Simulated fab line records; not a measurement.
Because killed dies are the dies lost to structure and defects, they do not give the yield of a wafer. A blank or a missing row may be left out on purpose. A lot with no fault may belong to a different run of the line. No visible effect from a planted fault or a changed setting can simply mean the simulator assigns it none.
Struck lot and sound lot, side by side ; flow n5-finfet ; 16 out of 1938 route steps
Sound: the wafers L525.1, L525.4, L525.6. Wafers struck: L514.4, L514.5, L514.6. The cause comes at the end.
Order at every step that has rows: each side's tool, ch and its chambers, its first start. Under that, the readings that differ: sound wafers ; struck wafers ; difference of the means ; sigmas: that difference in standard deviations of wafers without a fault.
alike: words and numbers the same on both sides, and readings whose means are apart by under 2 such deviations; not compared: readings that were withheld, readings missing a value for some wafer, numbers with overlapping values and no deviation given by the record, and bounds like >300 which may hide the same value.
Wherever a step has rows on one side only, a row that says differs or no value, or a row with sigmas, the two part there. When numbers do not overlap yet have no deviation, they are printed without sigmas and do not part them. Lack of a reading on every wafer of one side parts them only where that side has two or more wafers.

first, 9 steps without rows for these wafers: N5_FIN_CUT_PEB_06 (peb time 60 s); N5_FIN_CUT_DEVELOP_07 (develop time 30 s); N5_FIN_CUT_DESCUM_13 (chemistry O2, time 7 s); N5_FIN_CUT_ETCH_30 (etches underlayer in N2/H2, target depth 13 nm, time 10.4 s); N5_FIN_CUT_ETCH_20 (etches SiARC in CF4, target depth 26 nm, time 43.3 s); N5_FIN_CUT_ETCH_21 (etches SOC in N2/H2, target depth 219 nm, overetch 43.8 nm, time 523.5 s); N5_FIN_CUT_STRIP_23 (strips in N2/H2); N5_FIN_CUT_STRIP_31 (strips in N2/H2); N5_FIN_CUT_STRIP_24 (strips in CF4).
N5_FIN_CUT_CUT_ETCH_26: etches SiNx in CH3F/O2, target depth 39 nm, time 55.7 s.
  sound on rie-diel-05 ch 1,2, day 7 21:48; struck on rie-diel-06 ch 1,2,3, day 5 04:38
reading;sound;struck;difference;sigmas
oes_f_703_au (a.u.);0.69 0.70 0.69;1.01 1.04 1.21;+0.39;+4
oes_o_777_au (a.u.);0.71 0.70 0.71;0.96 0.98 1.12;+0.31;+3
rf-fwd-power-W (W);390.9 389.7 390.2;484.3 485.6 487.2;+95.4;+60
rf-vpp-V (V);298 290 299;274 267 265;-27;-6
model.etch.depth-nm (nm);38.56 38.26 38.59;42.51 42.19 42.61;+3.97;
model.SOC_of_FIN_CUT_COAT_18.thk-nm (nm);212.6 213 212.6;210.2 210.2 209.8;-2.7;
  alike: drypump-motor-current-A, oes-product-au, showerhead-plenum-p-Torr, throttle-valve-pct
  not compared: rf-hours-counter-h
then, 3 steps without rows for these wafers: N5_FIN_CUT_CUT_ETCH_27 (etches SiO2 in CHF3/O2, target depth 4 nm, overetch 2 nm, time 4.9 s); N5_FIN_CUT_PRECLEAN_35 (cleans in vHF, time 13.3 s); N5_FIN_CUT_CUT_ETCH_15 (etches Si in HBr/Cl2/O2, target depth 100 nm, bt time 10 s, time 42.4 s).
N5_FIN_CUT_CUT_ETCH_28: etches Si in HBr/Cl2/O2, target depth 6 nm, time 2.4 s.
  sound on rie-si-02 ch 0,1,2, day 7 22:03; struck on rie-si-01 ch 0,1,2, day 5 04:52
reading;sound;struck;difference;sigmas
model.SOC_of_FIN_CUT_COAT_18.thk-nm (nm);170 170.6 170.2;167.4 167.2 166.8;-3.1;
  alike: drypump-motor-current-A, oes_o_777_au, oes-product-au, throttle-valve-pct
  not compared: rf-fwd-power-W, rf-hours-counter-h
then, 1 step without rows for these wafers: N5_FIN_CUT_STRIP_22 (strips in N2/H2).
-- here the record skips 6 days between the struck wafers' starts before and after, leaving off in module FIN_CUT and picking up in module BEOL_M4 (first step shown: number 1111 of the route) --
N5_BEOL_M4_RC_MEAS_101:
  sound on prober-01 ch 0, day 14 04:59; struck on prober-01 ch 0, day 11 05:40
  alike: DIBL_N, DIBL_P, IOFF_N, IOFF_P, ION_N, ION_P, SS_N, SS_P, VT_N, VT_P

== WHERE THEY PART ==
Within this record, at N5_FIN_CUT_CUT_ETCH_26 only. Later steps at which nothing parts them and some readings are alike: N5_FIN_CUT_CUT_ETCH_28, N5_BEOL_M4_RC_MEAS_101.

WHY: the cause the simulator had injected
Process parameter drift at N5_FIN_CUT_CUT_ETCH_26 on rie-diel-06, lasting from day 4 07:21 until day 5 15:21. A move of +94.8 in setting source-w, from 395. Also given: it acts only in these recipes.
